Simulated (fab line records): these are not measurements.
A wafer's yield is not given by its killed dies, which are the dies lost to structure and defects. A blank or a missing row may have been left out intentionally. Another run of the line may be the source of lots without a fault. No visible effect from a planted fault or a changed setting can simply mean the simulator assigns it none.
Chamber matching + flow n5 finfet + N5_BEOL_M11_CURE_72 on uv cure-02 has 3 sister chambers
The step cures SiCOH lowk, time 120 s. 6 wafers are shown with their chamber, then 11 later ones without.

## EACH WAFER AND ITS CHAMBER
| wafer  | chamber | wafer_temp_C_max | lamp power pct (%) |
|--------|---------|------------------|--------------------|
| L082.5 | 0       | 371.7            | 52.42              |
| L084.3 | 2       | 371.0            | 52.34              |
| L084.6 | 2       | 371.2            | 52.32              |
| L086.5 | 1       | 371.5            | 52.37              |
| L086.6 | 1       | 371.4            | 52.39              |
| L087.3 | 0       | 372.4            | 52.18              |

## WAFERS WITHOUT THEIR CHAMBER
| wafer  | wafer_temp_C_max | lamp power pct (%) |
|--------|------------------|--------------------|
| L087.4 | 372.0            | 52.26              |
| L087.5 | 371.1            | 52.40              |
| L090.3 | 371.6            | 52.28              |
| L090.4 | 371.3            | 52.29              |
| L090.5 | 372.0            | 52.39              |
| L094.1 | 371.7            | 52.31              |
| L094.2 | 372.6            | 52.37              |
| L094.4 | 372.3            | 52.29              |
| L092.1 | 371.3            | 52.35              |
| L092.2 | 370.7            | 52.32              |
| L092.5 | 370.5            | 52.35              |

## EACH ONE'S CHAMBER
| wafer  | from the rows above          | in truth |
|--------|------------------------------|----------|
| L087.4 | can't be placed: 0 or 1      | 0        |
| L087.5 | can't be placed: 2 or 1      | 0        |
| L090.3 | can't be placed: 1 or 0 or 2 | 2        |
| L090.4 | can't be placed: 2 or 1 or 0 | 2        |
| L090.5 | can't be placed: 0 or 1      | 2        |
| L094.1 | can't be placed: 1 or 0 or 2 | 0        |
| L094.2 | can't be placed: 0 or 1      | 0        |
| L094.4 | 0                            | 0        |
| L092.1 | can't be placed: 1 or 2 or 0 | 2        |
| L092.2 | can't be placed: 2 or 1      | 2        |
| L092.5 | can't be placed: 2 or 1      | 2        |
1 of 11 placed correctly. These rows do not allow placing 10 (true chamber among the candidates in 8). 0 placed wrongly.
How it was worked out, from the rows above alone: a wafer's distance from a chamber is the root of the sum, over the readings, of the square of ((its reading less the chamber's mean) divided by the reading's scatter). The wafer belongs to the nearest chamber; if the next one is less than 2 further off, it can't be placed. Each chamber's mean is taken over the wafers shown for it. The scatter: take each reading less its chamber's mean, square it, sum over the shown wafers, divide by the number of wafers less the number of chambers, and take the root.
